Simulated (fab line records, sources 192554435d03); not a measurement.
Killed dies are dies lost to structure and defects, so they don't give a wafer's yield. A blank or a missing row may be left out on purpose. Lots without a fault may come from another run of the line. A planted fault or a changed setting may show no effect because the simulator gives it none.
A struck lot beside a sound one | flow n5_finfet | 36 steps out of a route of 1938
Sound: wafers L487.1, L487.4, L487.6. Struck: wafer L505.2. (L505.3, L505.5 of the same lot were not struck and are left out.) The cause comes at the end.
At each step with rows: each side's tool, then ch and its chambers, then its first start. Under that, the readings that differ: sound wafers | struck wafers | difference of the means | sigmas: that difference in standard deviations of wafers without a fault.
alike: readings whose means differ by less than 2 such deviations, and words and numbers that are the same on both sides. not compared: withheld readings, readings that some wafer has no value for, bounds like >300 that may hide the same value, and numbers for which the record gives no deviation and whose values overlap.
The two part at a step that has a row with sigmas, a row that says differs or no value, or rows on one side only. Numbers that don't overlap but have no deviation are shown without sigmas and don't part them. A reading that every wafer of one side lacks parts them only if that side has two wafers or more.

first, 8 steps without rows for these wafers: N5_BEOL_M1_ECD_50 (material Cu, target thk 300 nm); N5_BEOL_M1_ANNEAL_51 (time 90 s); N5_BEOL_M1_CMP_52 (polishes, stops on SiOC, t overpolish 6.8 s, target thk 40 nm); N5_BEOL_M1_PRE_CLEAN_60 (time 15 s); N5_BEOL_M1_CO_CAP_55 (material Co, precursor CCTBA/H2, target thk 2 nm, time 102.1 s); N5_BEOL_M1_PRE_CLEAN_56 (time 15 s); N5_BEOL_M1_DEP_57 (deposits SiCN from 3MS/NH3, target thk 8 nm, time 14 s); N5_BEOL_M2_ILD_DEP_00 (deposits SiOC from DEMS/O2, target thk 79 nm, time 15.3 s).
N5_BEOL_M2_PECVD_72: deposits SiO2 from TEOS/O2, target thk 16 nm, time 18 s.
  sound on pecvd-03 ch 0,1,2, day 6 21:04; struck on pecvd-03 ch 0, day 11 11:43
  reading                                    | sound                | struck | difference | sigmas
  susceptor_temp_C (C)                       | 400.01 400.03 400.36 | 405.94 | +5.81      | +29
  model.SiO2_of_BEOL_M2_PECVD_72.thk_nm (nm) | 15.6 16 15.8         | 15     | -1         |
  alike: chamber_pressure_Torr, heater_power_w, showerhead_plenum_p_Torr, throttle_valve_pct
then, 25 steps without rows for these wafers: N5_BEOL_M2_HM_DEP_02 (deposits TiN, target thk 20 nm); N5_BEOL_M2_COAT_61 (time 60 s, resist thk 60 nm); N5_BEOL_M2_COAT_62 (time 60 s, resist thk 12 nm); N5_BEOL_M2_COAT_73 (time 60 s, resist thk 5 nm); N5_BEOL_M2_COAT_05 (resist thk 30 nm); N5_BEOL_M2_EBR_07; N5_BEOL_M2_SOFTBAKE_06 (time 60 s); N5_BEOL_M2_EXPOSE_08 (exposes mask M2); N5_BEOL_M2_PEB_09 (peb time 60 s); N5_BEOL_M2_DEVELOP_10 (develop time 30 s); N5_BEOL_M2_DESCUM_16 (chemistry O2, time 7 s); N5_BEOL_M2_ETCH_74 (etches underlayer in N2/H2, target depth 6.5 nm, time 5.2 s); N5_BEOL_M2_ETCH_63 (etches SiARC in CF4, target depth 15.6 nm, time 26 s); N5_BEOL_M2_ETCH_64 (etches SOC in N2/H2, target depth 75 nm, overetch 22.5 nm, time 121.9 s); N5_BEOL_M2_STRIP_65 (strips in N2/H2); N5_BEOL_M2_STRIP_75 (strips in N2/H2); N5_BEOL_M2_STRIP_66 (strips in CF4); N5_BEOL_M2_HM_OPEN_17 (chemistry Cl2/BCl3, target TiN, target depth 20 nm, overetch 6 nm); N5_BEOL_M2_STRIP_19 (strips in O2); N5_BEOL_M2_COAT_67 (time 60 s, resist thk 60 nm); N5_BEOL_M2_COAT_68 (time 60 s, resist thk 12 nm); N5_BEOL_M2_COAT_76 (time 60 s, resist thk 5 nm); N5_BEOL_M2_COAT_22 (resist thk 30 nm); N5_BEOL_M2_EBR_24; N5_BEOL_M2_SOFTBAKE_23 (time 60 s).
N5_BEOL_M2_HM_STRIP_39: strips TiN in peroxide tin strip, target depth 25 nm, time 158 s.
  sound on wet_bench-01 ch 1,2,3, day 7 08:35; struck on wet_bench-04 ch 4, day 11 16:35
  reading                                    | sound          | struck | difference | sigmas
  model.SiO2_of_BEOL_M2_PECVD_72.thk_nm (nm) | 15.4 15.8 15.6 | 15     | -1         |
  alike: temp_c
N5_BEOL_M4_RC_MEAS_101:
  sound on prober-02 ch 0, day 8 16:49; struck on prober-01 ch 0, day 13 07:58
  reading       | sound          | struck | difference | sigmas
  ION_P (uA/um) | 452 453 437    | 466    | +19        | +2
  VT_N (mV)     | 253 252 257    | 247    | -7         | -2
  VT_P (mV)     | -256 -257 -261 | -248   | +10        | +3
  alike: DIBL_N, DIBL_P, IOFF_N, IOFF_P, ION_N, SS_N, SS_P

WHERE THEY PART
First at N5_BEOL_M2_PECVD_72; last, within this record, at N5_BEOL_M4_RC_MEAS_101.

WHY: what the simulator had put in
Process parameter drift: pecvd-03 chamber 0, from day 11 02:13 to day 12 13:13, at N5_BEOL_M2_PECVD_72. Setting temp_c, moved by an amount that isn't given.
